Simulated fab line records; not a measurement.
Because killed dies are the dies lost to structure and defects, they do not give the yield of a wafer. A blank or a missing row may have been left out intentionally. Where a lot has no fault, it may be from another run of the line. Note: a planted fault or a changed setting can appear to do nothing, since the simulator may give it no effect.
Code-filled problem report in 8D (eight disciplines) form | flow n5 finfet | the parts of the form that need people (team, actions taken, sign-off) are left out

== 1. PROBLEM STATEMENT ==
Wafers without a fault read 1500.1 rpm, standard deviation 1.3; spin speed rpm at N5_BEOL_M11_COAT_05 reads a mean of 1139.1 rpm on 6 wafers belonging to 2 lots. That is -99 or more standard deviations from the usual mean.
The step: resist thk 90 nm.
First seen on wafer L585.1, day 15 14:22, on litho track-05. Wafers with a number at this step in the record: 18, from 6 lots. Rule for "out", or "out of limits": more than 4 standard deviations from the usual mean. Any other wafer with a number is counted as sound.

== 2. WHAT THIS IS AND IS NOT ==
question                    | is                     | is not
which readings at this step | spin speed rpm         | -
which lots                  | L585, L587             | L575, L578, L594, L596
which wafers of those lots  | all that have a number | -
read on which tools         | litho track-05         | litho track-01
when                        | from day 15 14:22      | up to then (6 sound wafers); but 6 sound wafers of L594, L596 came after

== 3. THE SUSPECTS, EACH WITH WHAT RULES IT OUT ==
Counting: any tool at a process step up to the reading is kept as a suspect provided that every lot that is out went through it and no sound lot did after the first of them.
- pecvd-04 at N5_BEOL_M11_ILD_DEP_00 (deposits SiCOH lowk from DEMS/porogen, target thk 308.51 nm, time 58 s): ruled out as a lasting fault. Sound lots L596 ran on it after its first lot that is out, L585 (day 15 11:24).
- litho track-05 at N5_BEOL_M11_COAT_05 (resist thk 90 nm): kept. It ran every lot that is out, first L585 (day 15 14:22), and no sound lot after that. Its own readings are out on those wafers: spin speed rpm.
The count leaves litho track-05 at N5_BEOL_M11_COAT_05.

== 4. THE CAUSE (what the simulator had put in) ==
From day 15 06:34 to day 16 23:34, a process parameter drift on litho track-05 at N5_BEOL_M11_COAT_05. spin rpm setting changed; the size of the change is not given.
Only this tool survived the counting.

== 5. THE EFFECT CHAIN, in route order ==
Each row: a reading where the mean over the struck wafers with a number is more than 3 standard deviations away from the usual. Only readings whose record carries a usual standard deviation are examined. hours: median over the lots of the time between each lot's start at the first step of this table that gives one and its start at this step. sigmas: the change, counted in usual standard deviations.
hours | step                | reading        | usual      | on struck wafers | change | sigmas
0     | N5_BEOL_M11_COAT_05 | spin speed rpm | 1500.1 rpm | 1139.1           | -361.0 | -99 or more
Process steps it contains:
- N5_BEOL_M11_COAT_05: resist thk 90 nm.
Later steps that measure or inspect, where all struck wafers having a row at the step show a number for every such reading and not one has moved that far: N5_BEOL_M11_CD_MEAS_11, N5_BEOL_M11_OVL_MEAS_12, N5_BEOL_M11_INSPECT_13.

== 6. WHAT WOULD HAVE CAUGHT IT SOONER ==
In this record no reading fell out of limits until day 15 14:22, 8 hours after the fault had begun at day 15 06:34.
